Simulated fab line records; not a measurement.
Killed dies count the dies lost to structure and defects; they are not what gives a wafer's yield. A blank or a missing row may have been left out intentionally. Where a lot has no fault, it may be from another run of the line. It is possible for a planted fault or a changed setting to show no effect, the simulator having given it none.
fab line records	flow n5-finfet	part 1 of 2: steps 1 to 4 of 6
record lots=23	wafers=69	last-day=19
route steps=1938 shown WELL_APT@46 PMOS_HMC_CHANNEL_EPI@65 FIN_SAQP@115
lots that met no fault: from a run of the same line without faults
start-h: hours from the record's first day to the start of the lot's first wafer shown	wait-h: hours elapsed since this lot's preceding step	" repeats the value in the row above	L1.1+2: a row that stands for several wafers	- value missing, or start not given	* or withheld: withheld	< > ~ a bound
route shown NAME@n: names a module that has steps shown in the file, with the first one's number in the route	usual: mean/standard deviation of fault-free wafers	same: alike in all rows	chamber/n: place in a boat	sites: readings site by site	_std_site: how widely they spread, as a standard deviation	_edge_site: the outer-site mean with the inner-site mean subtracted	radius-mm: for every site, how far away it sits from the centre of the wafer	mask NAME#n: copy n	behind: tool/chamber where the wafer was last shaped	hold: cause of the lot's hold/its duration in hours/its outcome	device: the n, p or np transistor that did not switch	end of line: tests of these same wafers at the route's end	a step without rows: its recipe alone	killed: dies lost to structure and defects at the first sort, not the wafer's yield	map: dies across one wafer; x = killed, . = not, _ = none there
set.NAME: the run value of the setting; set.NAME@STEP: its run value at that earlier step	model.NAME: the simulator's own value behind a step, which no gauge read
the route's steps for a sample of lots (tables are steps, rows are wafers)
services: the hour from which a tool's chamber was out of use, counted from the record's first day as start-h (under 0 if before that day), plus the number of hours and why
## steps
# step N5_WELL_APT_DESCUM_30
# recipe chemistry=O2	time-s=7.9	source-power-w=50	bias-power-w=20	pressure-mtorr=20	rf-frequency-hz=2.712e+07	temp-c=40	o2-flow-sccm=225
# usual drypump-motor-current-A=5.5/0.4	oes-product-au=0.79/0.097	rf-vpp-V=242.9/1.5	showerhead-plenum-p-Torr=2.09/0.079	throttle-valve-pct=20.43/0.23
lot.wafer	tool	chamber	start-h	wait-h	drypump-motor-current-A	oes-product-au	rf-hours-counter-h	rf-vpp-V	showerhead-plenum-p-Torr	throttle-valve-pct
L074.2	rie-diel-03	3	15.31	0.5	5.5	0.87	34	246.5	2.22	20.13
L074.3	"	0	"	"	5.4	0.83	80	242.2	2.05	20.50
L074.5	"	0	"	"	5.4	0.82	-	242.5	2.05	20.47
L075.1	rie-diel-03	1	22.78	0.1	5.3	0.68	244	241.0	2.00	20.57
L075.2	"	3	"	"	5.5	0.88	38	245.8	2.22	20.13
L075.6	"	3	"	"	5.5	0.87	-	244.4	2.22	20.16
L076.1	rie-diel-01	1	26.90	0.0	5.3	0.72	197	242.9	2.17	20.45
L076.3	"	3	"	"	5.0	0.67	234	243.4	2.15	20.63
L076.6	"	2	"	"	6.0	0.72	-	242.1	1.99	20.41
L077.1	rie-diel-01	3	34.81	0.6	4.9	0.68	236	243.8	2.15	20.64
L077.4	"	2	"	"	6.0	0.72	180	242.5	1.99	20.42
L077.5	"	1	"	"	5.2	0.72	-	244.8	2.17	20.46
L078.1	rie-diel-03	2	39.18	0.0	5.5	0.81	77	242.9	2.03	20.42
L078.3	"	3	"	"	5.5	0.86	44	244.7	2.22	20.15
L078.5	"	3	"	"	5.5	0.85	-	243.8	2.21	20.14
L079.1	rie-diel-04	0	45.35	0.2	5.1	0.71	215	242.5	2.09	20.82
L079.4	"	2	"	"	5.4	0.89	44	243.3	2.12	20.01
L079.6	"	2	"	"	5.4	0.88	-	243.6	2.12	20.00
L080.2	rie-diel-04	1	51.74	0.2	6.5	0.96	6	243.4	2.05	20.57
L080.5	"	2	"	"	5.4	0.89	-	243.3	2.12	20.01
L080.6	"	1	"	"	6.5	0.96	-	242.6	2.05	20.57
L081.1	rie-diel-03	3	57.61	0.0	5.5	0.84	53	243.2	2.21	20.16
L081.3	"	2	"	"	5.6	0.79	85	241.5	2.02	20.45
L081.6	"	0	"	"	5.3	0.79	-	243.4	2.05	20.52
L082.2	rie-diel-03	1	63.36	0.3	5.3	1.00	2	246.6	2.26	20.16
L082.4	"	0	"	"	5.4	0.79	101	243.0	2.04	20.52
L082.5	"	3	"	"	5.5	0.85	-	245.5	2.21	20.17
L083.1	rie-diel-01	3	69.75	0.6	4.9	0.67	249	242.9	2.15	20.66
L083.4	"	1	"	"	5.2	0.72	213	244.1	2.16	20.46
L083.5	"	2	"	"	5.9	0.72	-	241.4	1.98	20.41
L084.1	rie-diel-01	2	75.05	0.0	6.0	0.71	195	242.4	1.98	20.42
L084.5	"	0	"	"	5.5	0.69	-	243.5	2.06	20.62
L084.6	"	1	"	"	5.2	0.72	-	244.8	2.16	20.48
L085.1	rie-diel-04	3	80.93	0.0	5.9	0.70	234	241.4	1.97	20.72
L085.4	"	0	"	"	5.1	0.69	-	241.6	2.09	20.83
L085.5	"	2	"	"	5.4	0.87	-	243.2	2.12	20.05
L086.1	rie-diel-03	0	86.96	0.0	5.3	0.79	108	242.8	2.04	20.52
L086.2	"	3	"	"	5.5	0.83	63	245.0	2.21	20.18
L086.4	"	2	"	"	5.6	0.78	95	243.8	2.02	20.45
L087.1	rie-diel-04	0	93.04	0.0	5.1	0.69	233	242.0	2.08	20.86
L087.5	"	2	"	"	5.4	0.85	-	242.7	2.12	20.06
L087.6	"	1	"	"	6.5	0.93	-	242.9	2.05	20.61
L088.2	rie-diel-03	2	99.66	0.0	5.6	0.78	100	243.1	2.02	20.44
L088.3	"	3	"	"	5.4	0.83	66	244.9	2.21	20.18
L088.5	"	0	"	"	5.4	0.79	-	242.8	2.04	20.55
L089.1	rie-diel-04	0	105.51	0.1	5.1	0.69	238	242.9	2.08	20.84
L089.3	"	1	"	"	6.5	0.92	22	240.7	2.05	20.60
L089.4	"	2	"	"	5.5	0.85	65	243.4	2.12	20.05
L090.4	rie-diel-01	0	111.19	0.0	5.5	0.68	245	242.2	2.06	20.64
L090.5	"	0	"	"	5.5	0.68	-	242.1	2.06	20.66
L090.6	"	3	"	"	4.9	0.99	-	244.8	2.15	20.16
L092.4	rie-diel-04	1	122.95	0.1	6.5	0.91	28	242.0	2.04	20.61
L092.5	"	2	"	"	5.4	0.84	-	243.3	2.11	20.06
L092.6	"	1	"	"	6.5	0.90	-	242.8	2.04	20.61
L093.2	rie-diel-03	2	129.30	0.0	5.5	0.77	107	241.0	2.01	20.49
L093.3	"	3	"	"	5.5	0.82	75	244.2	2.20	20.19
L093.5	"	2	"	"	5.6	0.78	-	240.9	2.01	20.47
L094.1	rie-diel-04	2	135.08	0.0	5.4	0.84	75	243.9	2.11	20.07
L094.2	"	0	"	"	5.1	0.68	247	241.8	2.08	20.87
L094.3	"	1	"	"	6.5	0.89	32	240.6	2.04	20.62
L095.1	rie-diel-01	1	141.26	0.0	5.3	0.69	244	244.5	2.15	20.51
L095.3	"	3	"	"	4.9	0.94	15	242.7	2.14	20.16
L095.5	"	2	"	"	5.9	0.69	-	242.2	1.97	20.46
L096.1	rie-diel-01	2	147.02	0.0	6.0	0.69	226	240.5	1.97	20.45
L096.5	"	3	"	"	4.9	0.93	-	243.5	2.14	20.18
L096.6	"	2	"	"	6.0	0.68	-	241.3	1.97	20.46
L097.1	rie-diel-01	2	152.80	0.1	5.9	0.68	228	239.2	1.97	20.48
L097.3	"	1	"	"	5.2	0.69	250	244.6	2.15	20.53
L097.5	"	1	"	"	5.3	0.70	-	243.5	2.15	20.54
# step N5_PMOS_HMC_CHANNEL_EPI_CD_MEAS_09
# recipe target-cd-nm=237.4	landing-energy-ev=500	detector=se-inlens
# usual cd-nm=237.3/0.98
lot.wafer	tool	chamber	start-h	wait-h	cd-nm
L074.2	cd-sem-03	0	17.41	-	236.9
L074.3	"	0	"	"	237.5
L074.5	"	0	"	"	237.2
L075.1	cd-sem-01	0	25.21	-	237.7
L075.2	"	0	"	"	237.2
L075.6	"	0	"	"	235.6
L076.1	cd-sem-02	0	28.87	-	236.7
L076.3	"	0	"	"	236.7
L076.6	"	0	"	"	236.9
L077.1	cd-sem-03	0	36.93	-	237.7
L077.4	"	0	"	"	238.9
L077.5	"	0	"	"	238.2
L078.1	cd-sem-03	0	41.25	-	238.2
L078.3	"	0	"	"	238.0
L078.5	"	0	"	"	237.8
L079.1	cd-sem-01	0	47.59	-	237.9
L079.4	"	0	"	"	238.4
L079.6	"	0	"	"	238.0
L080.2	cd-sem-03	0	53.83	-	236.9
L080.5	"	0	"	"	236.0
L080.6	"	0	"	"	235.9
L081.1	cd-sem-03	0	59.86	-	236.9
L081.3	"	0	"	"	238.0
L081.6	"	0	"	"	235.9
L082.2	cd-sem-03	0	66.43	-	238.1
L082.4	"	0	"	"	237.7
L082.5	"	0	"	"	238.1
L083.1	cd-sem-01	0	72.10	-	237.5
L083.4	"	0	"	"	239.2
L083.5	"	0	"	"	238.7
L084.1	cd-sem-02	0	77.62	-	238.1
L084.5	"	0	"	"	236.1
L084.6	"	0	"	"	236.2
L085.1	cd-sem-02	0	83.38	-	237.6
L085.4	"	0	"	"	238.7
L085.5	"	0	"	"	237.2
L086.1	cd-sem-01	0	88.94	-	236.5
L086.2	"	0	"	"	234.6
L086.4	"	0	"	"	236.7
L087.1	cd-sem-01	0	95.46	-	236.7
L087.5	"	0	"	"	238.3
L087.6	"	0	"	"	236.9
L088.2	cd-sem-02	0	101.75	-	237.7
L088.3	"	0	"	"	237.4
L088.5	"	0	"	"	237.5
L089.1	cd-sem-02	0	107.63	-	238.3
L089.3	"	0	"	"	238.3
L089.4	"	0	"	"	238.4
L090.4	cd-sem-02	0	113.54	-	237.6
L090.5	"	0	"	"	237.4
L090.6	"	0	"	"	238.7
L092.4	cd-sem-01	0	124.90	-	237.2
L092.5	"	0	"	"	236.2
L092.6	"	0	"	"	236.2
L093.2	cd-sem-03	0	131.47	-	237.7
L093.3	"	0	"	"	238.8
L093.5	"	0	"	"	237.9
L094.1	cd-sem-02	0	137.16	-	236.3
L094.2	"	0	"	"	235.9
L094.3	"	0	"	"	234.3
L095.1	cd-sem-02	0	143.49	-	236.3
L095.3	"	0	"	"	235.7
L095.5	"	0	"	"	236.5
L096.1	cd-sem-02	0	149.17	-	237.0
L096.5	"	0	"	"	235.6
L096.6	"	0	"	"	235.6
L097.1	cd-sem-02	0	155.09	-	238.3
L097.3	"	0	"	"	238.4
L097.5	"	0	"	"	237.2
# step N5_FIN_SAQP_ETCH_51
# recipe chemistry=CF4	target=SiARC	target-depth-a=455	mask-material=CAR-ArF	time-s=75.8	ion-energy-ev=80	pressure-mtorr=40	source-w=545	bias-w=36	Ar_flow_sccm=100	cf4-flow-sccm=100	ends=cleared
# usual drypump-motor-current-A=5.6/0.44	etch-rf-on-time-s=75.6/1.6	oes-product-au=0.68/0.083	rf-vpp-V=183.7/1.1	showerhead-plenum-p-Torr=2.13/0.071	throttle-valve-pct=15.64/0.28
lot.wafer	tool	chamber	start-h	wait-h	drypump-motor-current-A	etch-rf-on-time-s	oes-product-au	rf-hours-counter-h	rf-vpp-V	showerhead-plenum-p-Torr	throttle-valve-pct
L074.2	rie-diel-03	0	22.48	0.0	5.3	77.1	0.69	83	183.1	2.08	15.51
L074.3	"	3	"	"	5.5	78.5	0.72	38	184.3	2.27	15.37
L074.5	"	1	"	"	5.3	75.3	0.59	-	183.0	2.03	15.59
L075.1	rie-diel-01	3	29.46	0.0	4.9	77.2	0.59	235	185.3	2.20	15.83
L075.2	"	2	"	"	5.9	75.3	0.63	177	182.3	2.05	15.72
L075.6	"	1	"	"	5.2	77.4	0.61	-	185.7	2.22	15.75
L076.1	rie-diel-04	0	34.16	0.0	5.1	75.9	0.60	210	184.3	2.13	15.90
L076.3	"	3	"	"	5.8	75.0	0.61	219	183.7	2.03	15.94
L076.6	"	2	"	"	5.4	77.6	0.75	-	184.5	2.18	15.18
L077.1	rie-diel-04	3	41.65	0.0	5.9	75.5	0.61	221	182.2	2.03	15.96
L077.4	"	2	"	"	5.4	77.4	0.73	43	184.8	2.18	15.19
L077.5	"	3	"	"	5.9	75.1	0.60	-	181.7	2.03	15.96
L078.1	rie-diel-01	2	45.85	0.0	5.9	76.6	0.62	184	183.4	2.05	15.75
L078.3	"	3	"	"	5.0	76.5	0.59	241	183.9	2.20	15.83
L078.5	"	0	"	"	5.5	77.9	0.59	-	183.3	2.13	15.86
L079.1	rie-diel-04	1	52.98	0.0	6.5	74.1	0.82	6	183.0	2.12	15.74
L079.4	"	3	"	"	5.9	74.7	0.60	225	181.8	2.03	15.98
L079.6	"	1	"	"	6.5	74.3	0.82	-	183.2	2.12	15.77
L080.2	rie-diel-03	3	58.69	0.0	5.5	77.8	0.71	53	185.6	2.26	15.40
L080.5	"	3	"	"	5.5	78.3	0.70	-	184.8	2.27	15.39
L080.6	"	0	"	"	5.4	77.2	0.68	-	182.7	2.08	15.55
L081.1	rie-diel-04	2	64.22	0.0	5.4	78.0	0.72	51	184.5	2.17	15.19
L081.3	"	0	"	"	5.1	75.3	0.61	222	184.1	2.12	15.92
L081.6	"	0	"	"	5.1	75.7	0.60	-	183.0	2.12	15.93
L082.2	rie-diel-04	2	70.96	0.0	5.4	77.7	0.73	52	183.1	2.17	15.21
L082.4	"	0	"	"	5.1	75.3	0.60	224	183.6	2.12	15.94
L082.5	"	3	"	"	5.9	74.7	0.60	-	182.2	2.03	15.96
L083.1	rie-diel-03	0	76.57	0.0	5.3	76.3	0.67	105	184.5	2.08	15.55
L083.4	"	1	"	"	5.3	72.5	0.84	6	185.3	2.28	15.11
L083.5	"	2	"	"	5.5	74.7	0.68	-	182.2	2.07	15.59
L084.1	rie-diel-03	2	82.91	0.0	5.6	74.4	0.68	94	182.1	2.07	15.61
L084.5	"	3	"	"	5.5	78.0	0.69	-	185.7	2.26	15.42
L084.6	"	2	"	"	5.6	73.9	0.68	-	182.4	2.07	15.59
L085.1	rie-diel-04	3	88.22	0.0	5.8	75.2	0.59	238	181.5	2.03	15.98
L085.4	"	2	"	"	5.4	77.8	0.72	-	182.9	2.17	15.23
L085.5	"	0	"	"	5.1	75.5	0.59	-	183.4	2.12	15.94
L086.1	rie-diel-04	3	93.78	0.0	5.9	74.2	0.60	240	183.4	2.03	15.99
L086.2	"	0	"	"	5.1	75.1	0.59	233	182.9	2.12	15.95
L086.4	"	1	"	"	6.5	73.5	0.80	17	183.6	2.12	15.76
L087.1	rie-diel-01	0	101.57	0.0	5.5	77.4	0.58	241	184.9	2.12	15.89
L087.5	"	3	"	"	4.9	74.2	0.87	-	186.1	2.19	15.31
L087.6	"	0	"	"	5.5	77.0	0.58	-	183.2	2.12	15.90
L088.2	rie-diel-03	3	106.47	0.0	5.4	77.6	0.69	69	184.4	2.26	15.44
L088.3	"	1	"	"	5.3	72.7	0.81	17	183.8	2.27	15.14
L088.5	"	1	"	"	5.3	72.7	0.82	-	185.1	2.27	15.13
L089.1	rie-diel-04	2	112.41	0.0	5.4	78.0	0.70	67	183.3	2.17	15.25
L089.3	"	3	"	"	5.8	74.8	0.59	246	183.1	2.02	16.01
L089.4	"	0	"	"	5.1	75.4	0.59	240	183.2	2.12	15.98
L090.4	rie-diel-04	1	117.97	0.0	6.5	73.6	0.78	27	182.8	2.11	15.79
L090.5	"	2	"	"	5.4	77.8	0.72	-	183.0	2.17	15.24
L090.6	"	3	"	"	5.9	75.0	0.59	-	182.5	2.02	16.00
L092.4	rie-diel-04	2	129.92	0.0	5.4	77.7	0.70	-	185.2	2.17	15.24
L092.5	"	1	"	"	6.5	74.1	0.77	-	183.5	2.11	15.79
L092.6	"	0	"	"	5.1	75.8	0.59	-	182.9	2.11	15.96
L093.2	rie-diel-04	2	135.92	0.0	5.4	78.5	0.70	76	183.7	2.17	15.26
L093.3	"	0	"	"	5.1	74.5	0.59	248	184.2	2.11	15.97
L093.5	"	1	"	"	6.5	74.6	0.77	-	181.2	2.11	15.79
L094.1	rie-diel-04	1	141.73	0.0	6.5	73.9	0.76	36	183.4	2.11	15.80
L094.2	"	2	"	"	5.4	76.8	0.71	79	184.3	2.16	15.27
L094.3	"	0	"	"	5.1	74.4	0.59	251	185.3	2.11	15.98
L095.1	rie-diel-01	1	148.03	0.0	5.2	76.3	0.59	248	185.7	2.20	15.83
L095.3	"	3	"	"	4.9	74.4	0.80	19	186.4	2.19	15.36
L095.5	"	2	"	"	5.9	75.4	0.60	-	183.2	2.04	15.82
L096.1	rie-diel-03	1	154.48	0.0	5.3	72.4	0.79	28	185.8	2.27	15.16
L096.5	"	2	"	"	5.6	73.0	0.67	-	182.8	2.06	15.64
L096.6	"	1	"	"	5.3	71.5	0.79	-	185.0	2.27	15.15
L097.1	rie-diel-01	0	159.48	0.0	5.5	76.2	0.79	5	184.3	2.11	15.44
L097.3	"	3	"	"	5.0	74.6	0.79	22	183.6	2.19	15.37
L097.5	"	3	"	"	5.0	74.1	0.80	-	185.0	2.19	15.35
# step N5_FIN_SAQP_STRIP_55
# recipe chemistry=N2/H2	power-w=500	temp-c=40	pressure-mtorr=50	rf-frequency-hz=6e+07	overash-fraction=0.3	bias-power-w=28	h2-frac=0.5	n2-flow-sccm=300	h2-flow-sccm=300
# usual drypump-motor-current-A=5.6/0.42	oes-product-au=0.78/0.092	rf-vpp-V=121.7/1.5	showerhead-plenum-p-Torr=3.32/0.11	throttle-valve-pct=18.9/0.43
lot.wafer	tool	chamber	start-h	wait-h	drypump-motor-current-A	oes-product-au	rf-hours-counter-h	rf-vpp-V	showerhead-plenum-p-Torr	throttle-valve-pct
L074.2	rie-diel-03	0	22.84	0.1	5.3	0.82	84	122.7	3.27	18.5
L074.3	"	1	"	"	5.3	0.68	244	123.7	3.16	18.9
L074.5	"	1	"	"	5.3	0.68	-	121.2	3.16	18.9
L075.1	rie-diel-03	1	29.80	0.1	5.3	0.67	247	123.9	3.16	18.9
L075.2	"	3	"	"	5.5	0.85	40	122.4	3.56	18.6
L075.6	"	1	"	"	5.3	0.66	-	119.8	3.16	18.9
L076.1	rie-diel-04	2	34.64	0.2	5.4	0.89	39	120.9	3.41	18.1
L076.3	"	0	"	"	5.1	0.70	210	120.2	3.31	18.6
L076.6	"	3	"	"	5.9	0.71	-	119.8	3.19	19.5
L077.1	rie-diel-03	3	42.02	0.1	5.4	0.85	45	122.7	3.56	18.6
L077.4	"	3	"	"	5.5	0.85	-	122.2	3.56	18.6
L077.5	"	0	"	"	5.4	0.80	-	120.6	3.27	18.5
L078.1	rie-diel-03	3	46.49	0.4	5.5	0.86	48	122.8	3.56	18.6
L078.3	"	0	"	"	5.3	0.80	93	120.9	3.27	18.5
L078.5	"	2	"	"	5.6	0.80	-	120.2	3.27	18.9
L079.1	rie-diel-04	1	53.33	0.1	6.6	0.96	7	122.0	3.29	19.4
L079.4	"	2	"	"	5.4	0.88	47	120.7	3.41	18.1
L079.6	"	3	"	"	5.9	0.71	-	120.0	3.19	19.5
L080.2	rie-diel-01	3	59.09	0.1	5.0	0.68	246	124.3	3.42	19.0
L080.5	"	1	"	"	5.3	0.72	-	123.1	3.48	18.9
L080.6	"	2	"	"	5.9	0.72	-	120.5	3.20	19.3
L081.1	rie-diel-01	2	64.57	0.1	6.0	0.71	191	123.7	3.20	19.3
L081.3	"	0	"	"	5.5	0.69	224	120.1	3.31	19.2
L081.6	"	1	"	"	5.3	0.72	-	120.1	3.48	18.9
L082.2	rie-diel-04	3	71.31	0.1	5.9	0.71	231	120.5	3.18	19.5
L082.4	"	1	"	"	6.5	0.93	12	121.4	3.29	19.4
L082.5	"	0	"	"	5.1	0.70	-	123.3	3.30	18.7
L083.1	rie-diel-01	2	76.92	0.1	6.0	0.71	195	120.2	3.19	19.3
L083.4	"	0	"	"	5.5	0.70	-	121.4	3.30	19.2
L083.5	"	1	"	"	5.2	0.72	-	122.4	3.47	18.9
L084.1	rie-diel-01	0	83.43	0.2	5.5	0.69	233	122.3	3.30	19.3
L084.5	"	2	"	"	5.9	0.71	-	121.1	3.19	19.3
L084.6	"	1	"	"	5.2	0.72	-	122.7	3.47	18.9
L085.1	rie-diel-03	0	88.58	0.1	5.4	0.80	108	118.5	3.26	18.6
L085.4	"	3	"	"	5.5	0.85	63	124.1	3.55	18.6
L085.5	"	2	"	"	5.6	0.78	-	122.5	3.26	18.9
L086.1	rie-diel-04	3	94.13	0.1	5.9	0.69	240	119.9	3.18	19.5
L086.2	"	2	"	"	5.5	0.87	62	124.8	3.40	18.2
L086.4	"	1	"	"	6.5	0.93	17	120.9	3.29	19.4
L087.1	rie-diel-04	1	101.92	0.1	6.6	0.93	20	120.0	3.29	19.4
L087.5	"	1	"	"	6.5	0.92	-	123.4	3.29	19.4
L087.6	"	2	"	"	5.5	0.84	-	120.9	3.40	18.2
L088.2	rie-diel-04	3	106.82	0.1	5.9	0.69	244	122.0	3.18	19.5
L088.3	"	1	"	"	6.5	0.93	22	120.0	3.29	19.4
L088.5	"	2	"	"	5.4	0.85	-	122.3	3.39	18.2
L089.1	rie-diel-04	1	112.77	0.1	6.5	0.91	25	120.2	3.28	19.4
L089.3	"	2	"	"	5.5	0.85	68	119.7	3.39	18.2
L089.4	"	3	"	"	5.9	0.70	246	122.7	3.18	19.5
L090.4	rie-diel-04	2	118.31	0.1	5.4	0.84	69	122.6	3.39	18.2
L090.5	"	3	"	"	5.9	0.69	-	125.2	3.18	19.5
L090.6	"	2	"	"	5.4	0.86	-	121.1	3.39	18.2
L092.4	rie-diel-01	1	130.30	0.1	5.3	0.70	-	122.3	3.46	18.9
L092.5	"	3	"	"	5.0	0.96	-	120.8	3.41	18.5
L092.6	"	2	"	"	6.0	0.70	-	118.9	3.18	19.3
L093.2	rie-diel-04	0	136.41	0.2	5.1	0.68	248	120.1	3.29	18.7
L093.3	"	2	"	"	5.4	0.83	76	121.5	3.39	18.2
L093.5	"	1	"	"	6.6	0.89	-	122.1	3.28	19.4
L094.1	rie-diel-03	3	142.07	0.1	5.5	0.82	79	122.4	3.54	18.6
L094.2	"	2	"	"	5.6	0.77	111	121.1	3.25	19.0
L094.3	"	0	"	"	5.4	0.78	124	119.6	3.25	18.6
L095.1	rie-diel-01	3	148.37	0.1	5.0	0.93	19	123.5	3.41	18.5
L095.3	"	0	"	"	5.5	0.95	1	123.2	3.29	18.9
L095.5	"	2	"	"	6.0	0.70	-	123.1	3.18	19.3
L096.1	rie-diel-04	2	154.82	0.1	5.4	0.84	84	120.6	3.39	18.2
L096.5	"	2	"	"	5.4	0.82	-	120.2	3.39	18.2
L096.6	"	0	"	"	5.1	0.68	-	121.0	3.28	18.7
L097.1	rie-diel-01	3	159.82	0.1	5.0	0.93	22	124.5	3.41	18.5
L097.3	"	2	"	"	6.0	0.69	231	121.6	3.18	19.3
L097.5	"	0	"	"	5.5	0.95	-	122.0	3.29	18.9
